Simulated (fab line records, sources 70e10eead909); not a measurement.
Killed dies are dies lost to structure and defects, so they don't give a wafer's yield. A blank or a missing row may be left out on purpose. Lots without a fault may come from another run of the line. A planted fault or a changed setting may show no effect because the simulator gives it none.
fab line records | flow nand_harc
record lots=23 wafers=69 last_day=35
route steps=1302 shown A_BLC@1122 A_M0@1150 A_M1@1189 A_BONDPAD@1202
lots that met no fault: from a run of the same line without faults
start_h: hours from the record's first day to the start of the lot's first wafer shown | wait_h: hours since the lot's step before | " the same as in the row above | L1.1+2: a row that stands for several wafers | - no value, or no start given | * or withheld: withheld | < > ~ a bound
route shown NAME@n: a module of which the file shows steps, and the number in the route of the first | usual: mean/standard deviation of fault-free wafers | same: alike in all rows | chamber/n: place in a boat | sites: the reading at each site | _std_site: their standard deviation | _edge_site: outer sites' mean less inner sites' | radius_mm: how far each site lies from the wafer's centre | mask NAME#n: copy n | behind: the tool/chamber that last shaped the wafer | hold: why the lot was held/for how many hours/how that ended | device: the transistor (n, p or np) that didn't switch | end of line: the same wafers' tests at the end of the route | a step without rows: its recipe alone | killed: dies lost to structure and defects at the first sort, not the wafer's yield | map: a wafer's dies, x killed, . not, _ none there
set.NAME: the setting as run; set.NAME@STEP: as run at that earlier step | model.NAME: the simulator's own value behind a step, which no gauge read
steps of the route over a sample of lots; a table a step, a row a wafer
services: from which hour (start_h, from the record's first day; less than 0 if before it) a tool's chamber was out of use, for how many hours, and why
## steps
# step NHARC_A_BLC_ETCH_17
# recipe target_depth_a=3900 over_etch_frac=0.25 time_s=609.38 ion_energy_ev=200 n2_flow_sccm=150 h2_flow_sccm=150 ar_flow_sccm=0 rf_w=400 bias_w=150 chemistry=N2/H2
# usual bias_w=150.1/0.51 drypump_motor_current_A=5.8/0.46 h2_flow_sccm=150.0/0.47 oes_product_au=0.998/0.0076 rf_vpp_V=430.0/2.2 showerhead_plenum_p_Torr=2.02/0.076 throttle_valve_pct=14.172/0.0095
# same over_etch_frac=0.25
# columns lot.wafer tool chamber start_h wait_h bias_w drypump_motor_current_A h2_flow_sccm oes_product_au rf_hours_counter_h rf_vpp_V showerhead_plenum_p_Torr throttle_valve_pct
L074.2 rie_diel-03 2 - - 150.8 5.6 150.1 0.995 4 433.2 2.17 14.183
L074.3 " 3 " " 150.0 5.3 150.4 0.988 5 428.4 2.03 14.179
L074.5 " 1 " " 150.2 5.8 150.2 1.013 - 430.1 2.02 14.170
L076.4 rie_diel-12 3 - - 150.2 5.9 149.5 0.991 8 425.8 1.92 14.191
L076.2 " 0 " " 150.2 6.3 150.4 0.994 7 429.0 1.98 14.175
L076.5 " 2 " " 150.6 5.3 150.1 0.995 - 431.4 2.11 14.186
L077.1 rie_diel-06 3 - - 150.8 5.5 150.0 0.984 25 428.4 1.99 14.176
L077.6 " 1 " " 150.4 6.1 150.0 1.006 - 429.8 2.05 14.179
L077.5 " 2 " " 150.6 5.9 150.2 1.016 - 427.1 1.91 14.178
L082.2 rie_diel-12 1 - - 150.2 5.7 149.8 0.999 15 429.6 1.99 14.160
L082.3 " 3 " " 149.8 5.9 150.3 0.983 15 427.4 1.91 14.172
L082.6 " 0 " " 150.4 6.3 150.8 0.995 - 428.2 1.98 14.160
L081.3 rie_diel-03 3 - - 150.1 5.3 150.5 0.997 10 430.0 2.02 14.171
L081.1 " 2 " " 149.7 5.6 150.0 1.012 8 435.1 2.17 14.171
L081.6 " 2 " " 149.9 5.6 149.8 1.013 - 434.7 2.17 14.173
L078.3 rie_diel-03 3 - - 149.6 5.3 149.3 0.991 11 429.4 2.02 14.173
L078.1 " 1 " " 149.9 5.8 150.1 1.005 11 430.4 2.02 14.161
L078.5 " 3 " " 149.7 5.3 149.5 0.988 - 429.6 2.02 14.172
L084.4 rie_diel-12 2 - - 150.6 5.3 150.3 0.990 0 433.6 2.10 14.144
L084.3 " 3 " " 149.7 5.9 150.0 1.000 0 428.4 1.91 14.166
L084.5 " 2 " " 150.3 5.3 149.8 0.982 - 432.3 2.10 14.174
L080.2 rie_diel-03 0 - - 150.1 6.7 149.9 0.998 0 426.7 1.96 14.180
L080.4 " 1 " " 150.7 5.8 150.6 0.985 0 430.5 2.02 14.158
L080.5 " 2 " " 149.9 5.6 150.2 0.988 - 434.3 2.17 14.159
L083.1 rie_diel-12 0 - - 149.8 6.3 149.6 1.002 1 429.6 1.98 14.165
L083.2 " 2 " " 150.0 5.2 148.8 0.999 1 433.4 2.10 14.176
L083.4 " 3 " " 150.1 5.9 149.8 1.012 1 427.2 1.91 14.170
L085.3 rie_diel-03 3 - - 149.5 5.3 150.3 0.998 2 430.6 2.02 14.168
L085.4 " 0 " " 150.4 6.7 149.9 0.996 1 429.8 1.96 14.182
L085.6 " 2 " " 150.1 5.6 150.4 0.997 - 435.4 2.17 14.165
L086.1 rie_diel-12 2 - - 149.7 5.2 150.8 0.995 3 432.0 2.10 14.164
L086.4 " 0 " " 150.7 6.3 150.1 1.009 3 428.5 1.98 14.162
L086.3 " 1 " " 149.5 5.7 150.2 1.004 3 430.2 1.99 14.161
L079.1 rie_diel-03 0 - - 150.9 6.7 149.7 1.004 2 429.0 1.96 14.168
L079.3 " 1 " " 150.1 5.7 149.8 0.999 2 430.4 2.02 14.173
L079.5 " 1 " " 150.5 5.7 149.8 1.000 - 429.8 2.02 14.154
L087.2 rie_diel-03 0 - - 150.2 6.7 149.7 1.000 2 428.9 1.96 14.192
L087.1 " 2 " " 150.2 5.6 150.5 0.989 3 433.9 2.17 14.175
L087.5 " 1 " " 149.1 5.8 150.2 0.995 - 429.0 2.02 14.185
L088.4 rie_diel-12 2 - - 149.7 5.3 149.6 0.989 4 433.3 2.10 14.163
L088.3 " 3 " " 150.1 5.9 149.4 1.005 4 426.2 1.91 14.154
L088.5 " 2 " " 149.4 5.3 151.0 0.996 - 431.8 2.10 14.177
L089.4 rie_diel-03 3 - - 150.0 5.3 150.8 0.977 3 430.0 2.02 14.163
L089.5 " 3 " " 150.4 5.3 151.4 0.996 - 428.9 2.02 14.184
L089.6 " 0 " " 150.4 6.7 149.8 1.003 - 428.7 1.96 14.178
L090.1 rie_diel-03 3 - - 148.8 5.3 148.9 0.998 4 429.6 2.02 14.174
L090.3 " 1 " " 150.0 5.7 149.8 1.002 3 429.9 2.02 14.172
L090.5 " 0 " " 149.9 6.6 149.3 0.998 - 428.7 1.96 14.169
L091.1 rie_diel-03 3 - - 149.0 5.3 149.6 0.990 4 428.1 2.02 14.164
L091.5 " 3 " " 149.7 5.3 149.5 0.982 - 430.8 2.02 14.178
L091.6 " 0 " " 149.1 6.7 150.2 0.995 - 425.9 1.96 14.179
L092.1 rie_diel-12 0 - - 150.3 6.3 150.3 1.005 5 427.9 1.98 14.189
L092.5 " 2 " " 150.1 5.3 149.8 0.993 - 432.0 2.10 14.191
L092.6 " 3 " " 150.3 6.0 150.2 1.001 - 426.1 1.91 14.171
L094.3 rie_diel-12 2 - - 150.6 5.3 150.4 0.984 7 432.5 2.10 14.193
L094.2 " 3 " " 151.4 5.9 150.2 0.995 6 426.6 1.91 14.152
L094.1 " 1 " " 150.7 5.7 150.5 0.994 7 429.6 1.99 14.158
L093.2 rie_diel-06 0 - - 149.7 6.8 150.4 0.994 12 428.2 1.95 14.173
L093.1 " 1 " " 149.9 6.2 150.5 1.012 18 430.5 2.03 14.172
L093.5 " 2 " " 150.2 5.9 150.1 1.002 - 426.8 1.89 14.168
L095.1 rie_diel-03 1 - - 150.0 5.8 150.3 0.999 7 429.0 2.01 14.185
L095.3 " 3 " " 150.1 5.2 149.5 1.003 8 429.0 2.02 14.170
L095.5 " 2 " " 150.6 5.6 149.7 1.010 - 433.9 2.17 14.175
L096.3 rie_diel-03 3 - - 150.2 5.3 149.8 0.998 8 429.1 2.02 14.171
L096.5 " 3 " " 150.0 5.3 149.3 0.989 - 429.4 2.02 14.175
L096.6 " 0 " " 150.9 6.7 150.4 0.988 - 427.5 1.96 14.177
L097.3 rie_diel-12 2 - - 150.0 5.3 150.4 0.985 14 432.3 2.10 14.167
L097.2 " 3 " " 149.9 5.9 150.4 1.001 13 428.6 1.91 14.179
L097.6 " 1 " " 149.4 5.7 150.0 0.993 - 429.4 1.99 14.168
# step NHARC_A_BLC_STRIP_21
# recipe o2_flow_sccm=500 ar_flow_sccm=0 bias_w=0 chemistry=O2
# usual drypump_motor_current_A=5.8/0.46 oes_product_au=0.995/0.0079 rf_vpp_V=57.8/0.92 showerhead_plenum_p_Torr=3.50/0.13 throttle_valve_pct=17.037/0.0077
# same bias_w=0
# columns lot.wafer tool chamber start_h wait_h drypump_motor_current_A oes_product_au rf_hours_counter_h rf_vpp_V showerhead_plenum_p_Torr throttle_valve_pct
L074.2 rie_diel-03 2 532.65 0.1 5.6 1.000 4 59.8 3.74 17.043
L074.3 " 0 " " 6.6 0.993 5 59.3 3.41 17.031
L074.5 " 3 " " 5.3 0.994 - 58.1 3.51 17.024
L076.4 rie_diel-03 3 539.76 0.1 5.3 0.996 6 58.8 3.51 17.035
L076.2 " 0 " " 6.7 1.001 6 58.8 3.41 17.047
L076.5 " 2 " " 5.6 1.008 - 58.1 3.74 17.035
L077.1 rie_diel-12 3 558.83 0.1 6.0 0.975 9 56.6 3.33 17.035
L077.6 " 2 " " 5.3 0.989 - 57.2 3.63 17.033
L077.5 " 3 " " 5.9 0.981 - 56.3 3.33 17.042
L082.2 rie_diel-03 3 619.20 0.1 5.3 1.002 10 56.7 3.50 17.044
L082.3 " 0 " " 6.7 0.992 10 58.9 3.41 17.030
L082.6 " 3 " " 5.3 0.980 - 58.5 3.50 17.044
L081.3 rie_diel-06 1 629.09 0.1 6.2 0.990 60 57.7 3.52 17.049
L081.1 " 2 " " 5.9 0.993 55 57.5 3.31 17.027
L081.6 " 0 " " 6.8 0.992 - 56.1 3.40 17.028
L078.1 rie_diel-06 1 632.05 0.1 6.2 0.984 61 58.0 3.52 17.037
L078.3 " 3 " " 5.5 0.984 51 58.1 3.44 17.038
L078.5 " 1 " " 6.1 0.985 - 57.8 3.52 17.040
L084.3 rie_diel-12 1 640.35 0.1 5.7 0.996 1 58.8 3.45 17.047
L084.4 " 3 " " 5.9 0.996 1 57.3 3.33 17.040
L084.5 " 2 " " 5.3 0.991 - 56.6 3.63 17.038
L080.4 rie_diel-12 2 648.46 0.1 5.3 0.996 1 58.2 3.63 17.039
L080.2 " 0 " " 6.3 0.995 1 56.7 3.44 17.026
L080.5 " 2 " " 5.3 0.985 - 57.9 3.63 17.054
L083.1 rie_diel-03 1 659.14 0.1 5.8 0.984 1 57.1 3.49 17.027
L083.4 " 2 " " 5.6 0.994 1 58.0 3.73 17.037
L083.2 " 0 " " 6.7 1.002 1 57.7 3.41 17.030
L085.3 rie_diel-03 3 666.98 0.1 5.3 0.984 2 58.3 3.50 17.038
L085.4 " 1 " " 5.7 0.983 1 56.6 3.49 17.032
L085.6 " 3 " " 5.3 0.990 - 56.1 3.50 17.050
L086.4 rie_diel-03 0 672.51 0.1 6.7 1.007 2 57.2 3.41 17.038
L086.1 " 1 " " 5.8 0.987 1 57.6 3.49 17.024
L086.3 " 2 " " 5.6 0.994 2 59.2 3.73 17.027
L079.1 rie_diel-03 1 675.58 0.1 5.7 0.989 2 59.3 3.49 17.029
L079.3 " 2 " " 5.6 0.987 2 57.6 3.73 17.041
L079.5 " 0 " " 6.7 1.001 - 56.9 3.41 17.029
L087.2 rie_diel-03 2 680.85 0.1 5.6 0.987 3 59.0 3.73 17.038
L087.1 " 1 " " 5.8 0.993 3 58.5 3.49 17.038
L087.5 " 3 " " 5.3 0.988 - 57.7 3.50 17.023
L088.3 rie_diel-03 1 682.21 0.1 5.7 0.993 3 57.1 3.49 17.046
L088.4 " 0 " " 6.7 0.994 3 56.8 3.41 17.027
L088.5 " 2 " " 5.6 0.980 - 59.1 3.73 17.029
L089.4 rie_diel-12 1 687.14 0.1 5.7 1.004 5 56.9 3.45 17.040
L089.6 " 0 " " 6.3 1.006 - 58.5 3.44 17.030
L089.5 " 1 " " 5.7 1.000 - 56.8 3.45 17.045
L090.3 rie_diel-12 2 688.78 0.1 5.3 0.988 5 59.1 3.63 17.044
L090.1 " 1 " " 5.7 1.006 5 56.9 3.45 17.034
L090.5 " 2 " " 5.3 0.998 - 60.5 3.63 17.029
L091.1 rie_diel-12 0 692.17 0.1 6.3 1.006 5 58.3 3.44 17.035
L091.6 " 1 " " 5.7 1.000 - 58.1 3.45 17.047
L091.5 " 2 " " 5.3 0.995 - 57.7 3.63 17.033
L092.1 rie_diel-03 0 709.26 0.1 6.7 0.994 5 57.0 3.40 17.022
L092.5 " 2 " " 5.6 0.995 - 59.5 3.73 17.059
L092.6 " 1 " " 5.8 0.984 - 57.5 3.49 17.043
L094.3 rie_diel-12 3 716.60 0.1 5.9 0.990 7 57.1 3.33 17.036
L094.2 " 0 " " 6.3 1.007 6 58.9 3.43 17.034
L094.1 " 1 " " 5.7 1.008 7 58.3 3.45 17.044
L093.1 rie_diel-06 0 716.70 0.1 6.8 0.992 12 56.3 3.39 17.041
L093.2 " 1 " " 6.1 1.005 18 57.5 3.51 17.035
L093.5 " 3 " " 5.4 1.004 - 57.5 3.43 17.033
L095.3 rie_diel-12 0 748.44 0.1 6.3 0.998 9 57.9 3.43 17.041
L095.1 " 1 " " 5.7 0.994 11 57.0 3.45 17.046
L095.5 " 0 " " 6.3 1.008 - 57.6 3.43 17.039
L096.3 rie_diel-12 2 750.64 0.1 5.3 0.989 11 57.7 3.62 17.041
L096.5 " 3 " " 5.9 1.000 - 57.5 3.33 17.034
L096.6 " 0 " " 6.3 1.000 - 58.5 3.43 17.051
L097.2 rie_diel-03 3 786.09 0.1 5.3 0.989 9 57.5 3.50 17.040
L097.3 " 1 " " 5.8 0.989 9 56.5 3.49 17.046
L097.6 " 3 " " 5.3 0.999 - 58.3 3.50 17.039
# step NHARC_A_M0_DESCUM_14
# recipe time_s=3 o2_flow_sccm=200 ar_flow_sccm=0 bias_power_w=0 chemistry=O2
# usual drypump_motor_current_A=5.7/0.55 oes_product_au=1.001/0.0085 rf_vpp_V=57.7/0.84 showerhead_plenum_p_Torr=1.89/0.081 throttle_valve_pct=11.310/0.0089
# same bias_power_w=0
# columns lot.wafer tool chamber start_h wait_h drypump_motor_current_A oes_product_au rf_hours_counter_h rf_vpp_V showerhead_plenum_p_Torr throttle_valve_pct
L074.2 rie_diel-09 1 535.62 0.1 5.2 0.996 0.4 56.9 1.87 11.300
L074.3 " 2 " " 6.3 1.007 0.5 58.0 1.95 11.339
L074.5 " 1 " " 5.2 0.996 - 58.9 1.87 11.309
L076.4 rie_diel-09 3 542.52 0.1 6.5 0.990 0.5 58.6 1.89 11.308
L076.2 " 1 " " 5.2 1.001 0.5 55.2 1.87 11.308
L076.5 " 3 " " 6.5 0.990 - 58.4 1.89 11.314
L077.1 rie_diel-05 1 561.91 0.1 5.5 1.000 7.2 57.4 1.94 11.334
L077.5 " 2 " " 5.0 1.003 - 57.2 1.88 11.313
L077.6 " 3 " " 6.0 0.998 - 56.4 1.79 11.310
L082.3 rie_diel-08 3 622.09 0.1 5.5 1.013 3.1 58.6 2.03 11.297
L082.2 " 2 " " 4.8 1.003 3.0 58.4 1.86 11.307
L082.6 " 3 " " 5.5 1.008 - 56.5 2.03 11.313
L081.1 rie_diel-08 2 632.01 0.1 4.8 1.000 3.6 58.2 1.86 11.314
L081.3 " 0 " " 5.0 0.999 3.9 56.6 2.02 11.303
L081.6 " 2 " " 4.8 0.999 - 57.4 1.86 11.314
L078.1 rie_diel-09 3 635.16 0.1 6.5 0.983 6.3 59.2 1.89 11.289
L078.3 " 0 " " 6.2 0.978 6.5 57.5 1.77 11.313
L078.5 " 2 " " 6.4 1.007 - 57.9 1.94 11.308
L084.3 rie_diel-08 3 643.25 0.1 5.5 1.017 4.0 57.7 2.03 11.304
L084.4 " 0 " " 5.0 1.014 4.2 57.0 2.02 11.301
L084.5 " 3 " " 5.5 1.013 - 57.2 2.03 11.311
L080.4 rie_diel-05 0 651.37 0.1 6.0 1.005 2.7 56.8 1.96 11.310
L080.2 " 1 " " 5.6 1.010 2.7 57.6 1.94 11.316
L080.5 " 1 " " 5.5 0.999 - 58.2 1.94 11.307
L083.1 rie_diel-05 3 662.04 0.1 6.1 0.999 2.9 56.6 1.79 11.310
L083.4 " 1 " " 5.5 0.996 3.0 58.1 1.94 11.296
L083.2 " 2 " " 5.0 1.014 2.8 57.4 1.88 11.314
L085.4 rie_diel-09 1 669.84 0.1 5.2 1.002 7.0 56.0 1.87 11.308
L085.3 " 2 " " 6.3 1.015 8.2 57.3 1.94 11.293
L085.6 " 0 " " 6.2 0.999 - 56.8 1.77 11.303
L086.1 rie_diel-05 3 675.52 0.1 6.1 0.994 3.3 57.2 1.79 11.306
L086.4 " 0 " " 6.0 1.006 3.5 58.6 1.96 11.308
L086.3 " 1 " " 5.5 1.000 3.5 57.5 1.94 11.319
L079.3 rie_diel-08 0 678.68 0.1 5.0 1.002 6.8 57.3 2.01 11.304
L079.1 " 2 " " 4.8 1.001 6.5 57.5 1.86 11.315
L079.5 " 0 " " 5.0 0.996 - 57.3 2.01 11.307
L087.1 rie_diel-08 3 683.74 0.1 5.5 1.006 7.2 58.3 2.03 11.299
L087.2 " 2 " " 4.8 1.000 6.7 57.2 1.86 11.318
L087.5 " 2 " " 4.8 0.995 - 56.7 1.86 11.313
L088.4 rie_diel-05 2 685.24 0.1 5.0 1.001 4.2 57.8 1.88 11.315
L088.3 " 1 " " 5.6 1.008 4.3 58.2 1.94 11.307
L088.5 " 3 " " 6.0 0.996 - 57.8 1.79 11.302
L089.4 rie_diel-09 1 690.25 0.1 5.3 1.001 0.1 56.4 1.87 11.317
L089.5 " 0 " " 6.2 1.013 - 57.3 1.77 11.302
L089.6 " 1 " " 5.2 0.999 - 57.9 1.87 11.331
L090.3 rie_diel-05 2 691.68 0.1 5.0 1.008 4.4 58.3 1.88 11.312
L090.1 " 3 " " 6.0 0.993 4.7 57.3 1.79 11.319
L090.5 " 3 " " 6.1 0.996 - 57.9 1.79 11.304
L091.1 rie_diel-09 1 695.07 0.1 5.2 1.006 0.2 58.5 1.87 11.317
L091.6 " 3 " " 6.4 0.997 - 56.7 1.89 11.293
L091.5 " 0 " " 6.2 1.014 - 57.2 1.77 11.306
L092.1 rie_diel-08 0 712.62 0.1 5.0 1.000 8.8 57.9 2.01 11.300
L092.5 " 1 " " 5.8 1.008 - 58.4 1.82 11.307
L092.6 " 2 " " 4.8 1.017 - 58.7 1.86 11.302
L093.1 rie_diel-08 1 719.55 0.1 5.8 0.988 8.0 56.1 1.82 11.306
L093.2 " 3 " " 5.5 1.012 10.0 59.8 2.03 11.316
L093.5 " 1 " " 5.8 1.005 - 57.5 1.82 11.304
L094.3 rie_diel-08 3 720.15 0.1 5.5 1.006 10.0 58.9 2.03 11.311
L094.2 " 0 " " 5.0 0.994 9.1 57.3 2.01 11.319
L094.1 " 2 " " 4.8 0.995 9.7 56.5 1.86 11.309
L095.1 rie_diel-09 1 751.35 0.1 5.2 0.997 4.5 58.2 1.87 11.316
L095.3 " 0 " " 6.2 1.020 3.8 57.6 1.77 11.319
L095.5 " 2 " " 6.3 1.005 - 58.2 1.94 11.301
L096.3 rie_diel-08 1 753.44 0.1 5.8 0.991 1.3 57.1 1.81 11.305
L096.5 " 0 " " 5.0 0.999 - 56.7 2.01 11.303
L096.6 " 1 " " 5.8 0.992 - 57.5 1.82 11.315
L097.3 rie_diel-05 0 789.39 0.1 6.0 0.993 0.9 57.0 1.95 11.306
L097.2 " 3 " " 6.1 1.014 1.2 56.6 1.79 11.318
L097.6 " 0 " " 6.0 1.001 - 58.4 1.95 11.307
# step NHARC_A_M0_PVD_21
# recipe target_thk_a=300 chamber_pressure_pa=5 power_w=5000 substrate_temp_c=30 time_s=20.49 material=Cu
# usual chamber_pressure_pa=5.001/0.01 throttle_valve_pct=29.9/1.3
# columns lot.wafer tool chamber start_h wait_h chamber_pressure_pa throttle_valve_pct
L074.2 pvd_sputter-03 - - - 5.001 27.7
L074.3 " - " " 5.020 29.8
L074.5 " - " " 4.997 27.8
L076.2 pvd_sputter-02 - - - 5.014 31.0
L076.4 " - " " 4.992 30.0
L076.5 " - " " 5.001 30.9
L077.1 pvd_sputter-02 - - - 4.994 30.6
L077.6 " - " " 5.024 30.0
L077.5 " - " " 4.999 30.2
L082.3 pvd_sputter-03 - - - 5.003 29.9
L082.2 " - " " 5.014 31.3
L082.6 " - " " 5.004 27.9
L081.1 pvd_sputter-01 - - - 5.011 31.2
L081.3 " - " " 5.001 29.4
L081.6 " - " " 4.997 29.7
L078.3 pvd_sputter-01 - - - 5.017 29.8
L078.1 " - " " 5.005 31.3
L078.5 " - " " 4.997 30.8
L084.4 pvd_sputter-03 - - - 5.012 31.7
L084.3 " - " " 5.015 27.6
L084.5 " - " " 4.991 29.8
L080.4 pvd_sputter-02 - - - 5.009 30.8
L080.2 " - " " 4.979 31.3
L080.5 " - " " 4.985 30.5
L083.1 pvd_sputter-02 - - - 4.996 30.7
L083.2 " - " " 4.996 30.7
L083.4 " - " " 5.020 30.5
L085.3 pvd_sputter-03 - - - 4.996 31.4
L085.4 " - " " 5.027 30.1
L085.6 " - " " 4.997 29.8
L086.1 pvd_sputter-03 - - - 5.004 29.6
L086.4 " - " " 5.015 30.1
L086.3 " - " " 5.000 27.8
L079.1 pvd_sputter-02 - - - 5.006 30.4
L079.3 " - " " 5.018 31.3
L079.5 " - " " 5.009 30.6
L087.2 pvd_sputter-02 - - - 4.995 31.3
L087.1 " - " " 5.006 30.5
L087.5 " - " " 4.998 31.3
L088.3 pvd_sputter-03 - - - 5.005 29.7
L088.4 " - " " 5.003 27.7
L088.5 " - " " 5.014 29.8
L089.4 pvd_sputter-02 - - - 5.004 30.3
L089.5 " - " " 5.020 31.1
L089.6 " - " " 5.005 30.7
L090.3 pvd_sputter-03 - - - 4.997 29.7
L090.1 " - " " 4.990 31.4
L090.5 " - " " 5.020 29.9
L091.1 pvd_sputter-01 - - - 4.999 30.6
L091.6 " - " " 4.992 30.7
L091.5 " - " " 5.007 27.1
L092.1 pvd_sputter-01 - - - 5.010 29.6
L092.5 " - " " 5.003 29.9
L092.6 " - " " 5.003 30.7
L093.1 pvd_sputter-01 - - - 5.010 27.0
L093.2 " - " " 4.989 31.0
L093.5 " - " " 5.003 30.9
L094.3 pvd_sputter-01 - - - 5.004 26.9
L094.1 " - " " 4.986 30.7
L094.2 " - " " 5.003 29.4
L095.3 pvd_sputter-03 - - - 5.003 28.6
L095.1 " - " " 5.004 29.6
L095.5 " - " " 4.985 30.3
L096.3 pvd_sputter-01 - - - 5.006 27.3
L096.5 " - " " 4.988 30.8
L096.6 " - " " 4.994 29.5
L097.2 pvd_sputter-01 - - - 4.992 27.5
L097.3 " - " " 4.985 29.8
L097.6 " - " " 4.997 30.9
# step NHARC_A_M1_DEGAS_29
# recipe temp_c=250 time_s=60
# usual heater_power_w=347/26 susceptor_temp_C=249.99/0.17
# columns lot.wafer tool chamber start_h wait_h heater_power_w susceptor_temp_C
L074.2 pvd_sputter-01 - 540.70 - 356 250.16
L074.3 " - " " 371 250.16
L074.5 " - " " 357 250.29
L076.2 pvd_sputter-02 - 548.92 - 333 249.94
L076.4 " - " " 317 249.84
L076.5 " - " " 343 250.09
L077.1 pvd_sputter-03 - 567.16 - 343 249.95
L077.6 " - " " 338 249.95
L077.5 " - " " 322 249.94
L082.3 pvd_sputter-01 - 627.13 - 383 250.15
L082.2 " - " " 352 250.32
L082.6 " - " " 392 250.03
L081.3 pvd_sputter-02 - 637.09 - 314 250.25
L081.1 " - " " 337 249.98
L081.6 " - " " 317 250.12
L078.1 pvd_sputter-01 - 640.18 - 384 250.08
L078.3 " - " " 347 249.87
L078.5 " - " " 401 250.24
L084.4 pvd_sputter-03 - 648.46 - 343 -
L084.3 " - " " 336 -
L084.5 " - " " 381 -
L080.2 pvd_sputter-03 - 656.48 - 328 -
L080.4 " - " " 372 -
L080.5 " - " " 329 -
L083.2 pvd_sputter-03 - 667.10 - 376 249.80
L083.1 " - " " 337 249.83
L083.4 " - " " 386 250.13
L085.4 pvd_sputter-01 - 674.79 - 360 249.99
L085.3 " - " " 349 249.81
L085.6 " - " " 361 250.02
L086.3 pvd_sputter-02 - 680.96 - 332 249.98
L086.1 " - " " 340 250.20
L086.4 " - " " 313 250.07
L079.3 pvd_sputter-01 - 684.04 - 354 249.94
L079.1 " - " " 387 249.72
L079.5 " - " " 392 249.96
L087.1 pvd_sputter-02 - 688.70 - 342 249.97
L087.2 " - " " 311 249.94
L087.5 " - " " 334 249.84
L088.4 pvd_sputter-03 - 690.46 - 379 -
L088.3 " - " " 341 -
L088.5 " - " " 384 -
L089.4 pvd_sputter-03 - 695.39 - 374 249.74
L089.6 " - " " 330 249.97
L089.5 " - " " 336 249.85
L090.3 pvd_sputter-03 - 696.68 - 392 250.07
L090.1 " - " " 378 249.95
L090.5 " - " " 328 250.06
L091.1 pvd_sputter-01 - 700.28 - 352 249.69
L091.5 " - " " 334 250.18
L091.6 " - " " 360 249.88
L092.1 pvd_sputter-02 - 718.05 - 327 250.05
L092.6 " - " " 340 249.90
L092.5 " - " " 315 250.06
L093.1 pvd_sputter-01 - 724.66 - 390 250.20
L093.2 " - " " 356 250.02
L093.5 " - " " 330 250.01
L094.1 pvd_sputter-01 - 725.20 - 351 249.83
L094.2 " - " " 391 249.69
L094.3 " - " " 356 249.91
L095.1 pvd_sputter-02 - 756.31 - 305 250.01
L095.3 " - " " 337 250.03
L095.5 " - " " 311 250.17
L096.3 pvd_sputter-02 - 758.39 - 306 250.04
L096.6 " - " " 313 250.05
L096.5 " - " " 303 250.20
L097.2 pvd_sputter-01 - 794.47 - 356 249.90
L097.3 " - " " 367 249.74
L097.6 " - " " 362 249.64
# step NHARC_A_BONDPAD_DEP_00
# recipe target_thk_a=2500 temp_c=370 target_thk_nm=250 pressure_torr=3 flow_sccm=200 rf_w=450 material=SiCN
# usual heater_power_w=595/68 susceptor_temp_C=369.97/0.24
# columns lot.wafer tool chamber start_h wait_h heater_power_w susceptor_temp_C
L074.2 pecvd-04 0 543.00 - 634 369.74
L074.3 " 1 " " 558 370.21
L074.5 " 0 " " 658 369.89
L076.2 pecvd-01 0 551.18 - 682 370.08
L076.4 " 0 " " 681 370.11
L076.5 " 0 " " 701 370.31
L077.1 pecvd-02 2 569.61 - 616 369.78
L077.6 " 2 " " 609 370.18
L077.5 " 1 " " 547 369.73
L082.2 pecvd-04 2 629.84 - 708 370.06
L082.3 " 0 " " 675 370.44
L082.6 " 1 " " 528 369.90
L081.1 pecvd-01 1 639.38 - 526 369.80
L081.3 " 2 " " 522 369.76
L081.6 " 2 " " 540 369.96
L078.3 pecvd-01 2 - - 528 369.80
L078.1 " 0 " " 639 369.62
L078.5 " 2 " " 529 370.00
L084.3 pecvd-04 2 650.82 - 625 370.46
L084.4 " 0 " " 605 370.00
L084.5 " 2 " " 651 370.28
L080.2 pecvd-04 0 658.80 - 679 369.98
L080.5 " 1 " " 471 370.26
L080.4 " 0 " " 667 370.10
L083.1 pecvd-02 0 669.52 - 511 370.00
L083.2 " 2 " " 575 369.69
L083.4 " 0 " " 521 370.16
L085.3 pecvd-02 0 - - 600 369.75
L085.6 " 2 " " 534 369.88
L085.4 " 0 " " 603 369.87
L086.3 pecvd-04 2 683.22 - 620 370.29
L086.1 " 0 " " 707 369.55
L086.4 " 1 " " 498 370.04
L079.1 pecvd-04 1 686.34 - 555 369.42
L079.3 " 2 " " 664 369.64
L079.5 " 0 " " 586 370.16
L087.1 pecvd-04 0 691.30 - 685 369.88
L087.2 " 1 " " 581 369.88
L087.5 " 1 " " 468 370.04
L088.3 pecvd-02 0 692.95 - 513 369.91
L088.4 " 0 " " 541 369.91
L088.5 " 1 " " 546 370.22
L089.5 pecvd-04 0 697.91 - 686 369.86
L089.6 " 1 " " 559 370.20
L089.4 " 2 " " 628 369.66
L090.1 pecvd-02 2 698.91 - 502 370.15
L090.3 " 0 " " 607 369.45
L090.5 " 0 " " 597 369.77
L091.1 pecvd-01 1 702.78 - 527 370.39
L091.5 " 0 " " 635 370.02
L091.6 " 1 " " 563 369.85
L092.1 pecvd-02 0 720.63 - 560 369.98
L092.5 " 1 " " 595 370.43
L092.6 " 0 " " 558 370.07
L093.1 pecvd-01 1 726.95 - 511 370.12
L093.2 " 2 " " 492 370.12
L093.5 " 2 " " 505 370.10
L094.2 pecvd-01 0 727.46 - 646 369.90
L094.1 " 1 " " 524 369.83
L094.3 " 2 " " 538 370.14
L095.1 pecvd-02 2 758.56 - 536 369.78
L095.3 " 0 " " 571 370.08
L095.5 " 2 " " 527 370.24
L096.3 pecvd-04 0 760.74 - 691 370.16
L096.5 " 1 " " 587 369.65
L096.6 " 2 " " 698 370.35
L097.2 pecvd-04 1 796.78 - 550 370.11
L097.3 " 2 " " 715 369.57
L097.6 " 2 " " 596 369.71
## services
# columns tool chamber start_h hours kind
rie_diel-03 2 508.13 11.4 repair
pvd_sputter-03 - 526.03 10.0 pm
pvd_sputter-01 - 541.99 3.6 repair
pecvd-04 1 559.05 21.8 repair
rie_diel-12 0 559.28 11.6 repair
rie_diel-12 2 570.09 10.9 repair
pvd_sputter-01 - 582.00 10.0 pm
rie_diel-03 1 614.52 8.6 repair
rie_diel-03 0 621.13 13.1 repair
rie_diel-12 - 623.15 9.0 pm
pecvd-04 - 631.94 13.0 pm
rie_diel-03 - 635.32 9.0 pm
pvd_sputter-02 - 638.02 10.0 pm
pvd_sputter-02 - 664.95 2.2 repair
rie_diel-03 0 695.97 9.9 repair
pvd_sputter-03 - 704.03 10.0 pm
rie_diel-03 3 704.08 6.4 repair
pvd_sputter-01 - 731.91 5.0 repair
pvd_sputter-02 - 735.53 1.5 repair
pvd_sputter-03 - 740.42 3.6 repair
rie_diel-03 2 749.01 6.6 repair
pvd_sputter-01 - 760.00 10.0 pm
pvd_sputter-03 - 769.48 0.5 repair
rie_diel-03 2 791.78 8.2 repair
## key
fault none
